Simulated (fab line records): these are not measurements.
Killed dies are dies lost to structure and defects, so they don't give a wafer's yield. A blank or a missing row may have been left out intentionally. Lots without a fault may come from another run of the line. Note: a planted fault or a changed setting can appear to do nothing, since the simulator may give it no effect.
Matching of chambers | flow n5_finfet | N5_BEOL_M0_SAQP_STRIP_108 on rie_diel-05: 4 sister chambers
The step strips in N2/H2. 8 wafers are shown with their chamber, then 7 later ones without.

## EACH WAFER AND ITS CHAMBER
wafer  | chamber | showerhead_plenum_p_Torr (Torr) | drypump_motor_current_A (A)
L075.5 | 1       | 3.30                            | 5.2
L077.1 | 0       | 3.36                            | 6.2
L077.5 | 1       | 3.30                            | 5.2
L077.6 | 2       | 3.47                            | 6.1
L081.4 | 2       | 3.47                            | 6.0
L081.6 | 3       | 3.31                            | 5.6
L085.1 | 3       | 3.30                            | 5.6
L085.4 | 0       | 3.35                            | 6.2

## WAFERS WHOSE CHAMBER IS MISSING
wafer  | showerhead_plenum_p_Torr (Torr) | drypump_motor_current_A (A)
L085.6 | 3.30                            | 5.6
L086.1 | 3.35                            | 6.2
L086.4 | 3.29                            | 5.2
L086.5 | 3.29                            | 5.2
L095.2 | 3.34                            | 6.2
L095.3 | 3.29                            | 5.6
L095.6 | 3.34                            | 6.2

## THE CHAMBER EACH PASSED THROUGH
wafer  | from the rows above | in truth
L085.6 | 3                   | 3
L086.1 | 0                   | 0
L086.4 | 1                   | 1
L086.5 | 1                   | 1
L095.2 | 0                   | 0
L095.3 | 3                   | 3
L095.6 | 0                   | 0
Placed correctly: 7 of 7. Left unplaced by these rows: 0. 0 placed wrongly.
How it was worked out, from the rows above alone: a wafer's distance from a chamber is the root of the sum, over the readings, of the square of ((its reading less the chamber's mean) divided by the reading's scatter). The wafer belongs to the nearest chamber; if the next one is less than 2 further off, it can't be placed. A chamber's mean is the mean of its shown wafers. The scatter: the root of (the sum of the squares of (reading less its chamber's mean) over the shown wafers, divided by (wafers less chambers)).
